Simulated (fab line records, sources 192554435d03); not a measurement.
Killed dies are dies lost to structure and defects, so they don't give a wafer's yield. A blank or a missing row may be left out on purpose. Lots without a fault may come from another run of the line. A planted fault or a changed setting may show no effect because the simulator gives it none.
Chamber matching | flow n5_finfet | N5_BEOL_M0_SAQP_MANDREL_ETCH_103 on rie_si-05: 4 sister chambers
The step etches a-Si in HBr/Cl2, stops on SiCN, target depth 45 nm, bt time 10 s, time 27 s. 20 wafers are shown with their chamber, then 10 later ones without.

WAFERS WITH THEIR CHAMBER
wafer  | chamber | drypump_motor_current_A (A) | oes_product_au (a.u.)
L075.2 | 2       | 6.3                         | 0.694
L075.4 | 3       | 5.9                         | 0.694
L075.6 | 0       | 6.5                         | 0.682
L078.1 | 2       | 6.2                         | 0.690
L078.5 | 0       | 6.5                         | 0.673
L078.6 | 1       | 5.3                         | 0.710
L082.3 | 0       | 6.5                         | 0.677
L082.4 | 2       | 6.2                         | 0.693
L082.6 | 2       | 6.2                         | 0.695
L084.2 | 0       | 6.5                         | 0.668
L084.3 | 3       | 5.9                         | 0.698
L084.4 | 1       | 5.3                         | 0.703
L086.2 | 2       | 6.2                         | 0.691
L086.3 | 0       | 6.5                         | 0.672
L086.5 | 0       | 6.5                         | 0.667
L089.1 | 1       | 5.3                         | 0.695
L089.5 | 0       | 6.5                         | 0.677
L089.6 | 3       | 5.9                         | 0.689
L094.2 | 3       | 5.9                         | 0.688
L094.4 | 0       | 6.5                         | 0.669

SIGNATURES (means of the wafers above)
reading                 | chamber 0 | chamber 1 | chamber 2 | chamber 3 | scatter within a chamber
drypump_motor_current_A | 6.500     | 5.300     | 6.220     | 5.900     | 0.0224
oes_product_au          | 0.67313   | 0.70267   | 0.69260   | 0.69225   | 0.00491
Rule: a wafer's distance from a chamber is the root of the sum, over the readings, of the square of ((its reading less the chamber's mean) divided by the reading's scatter). The wafer belongs to the nearest chamber; if the next one is less than 2 further off, it can't be placed. The scatter: the root of (the sum of the squares of (reading less its chamber's mean) over the shown wafers, divided by (wafers less chambers)).

WAFERS WITHOUT THEIR CHAMBER
wafer  | drypump_motor_current_A (A) | oes_product_au (a.u.)
L094.5 | 6.5                         | 0.669
L095.3 | 6.5                         | 0.667
L095.5 | 5.9                         | 0.694
L095.6 | 6.2                         | 0.703
L096.1 | 6.2                         | 0.691
L096.4 | 6.5                         | 0.673
L096.5 | 6.2                         | 0.684
L097.1 | 6.5                         | 0.674
L097.5 | 6.5                         | 0.672
L097.6 | 5.8                         | 0.689

WHICH CHAMBER EACH WENT THROUGH
wafer  | from the rows above | in truth
L094.5 | 0                   | 0
L095.3 | 0                   | 0
L095.5 | 3                   | 3
L095.6 | 2                   | 2
L096.1 | 2                   | 2
L096.4 | 0                   | 0
L096.5 | 2                   | 2
L097.1 | 0                   | 0
L097.5 | 0                   | 0
L097.6 | 3                   | 3
Placed correctly: 10 of 10. Can't be placed from these rows: 0. Placed wrongly: 0.
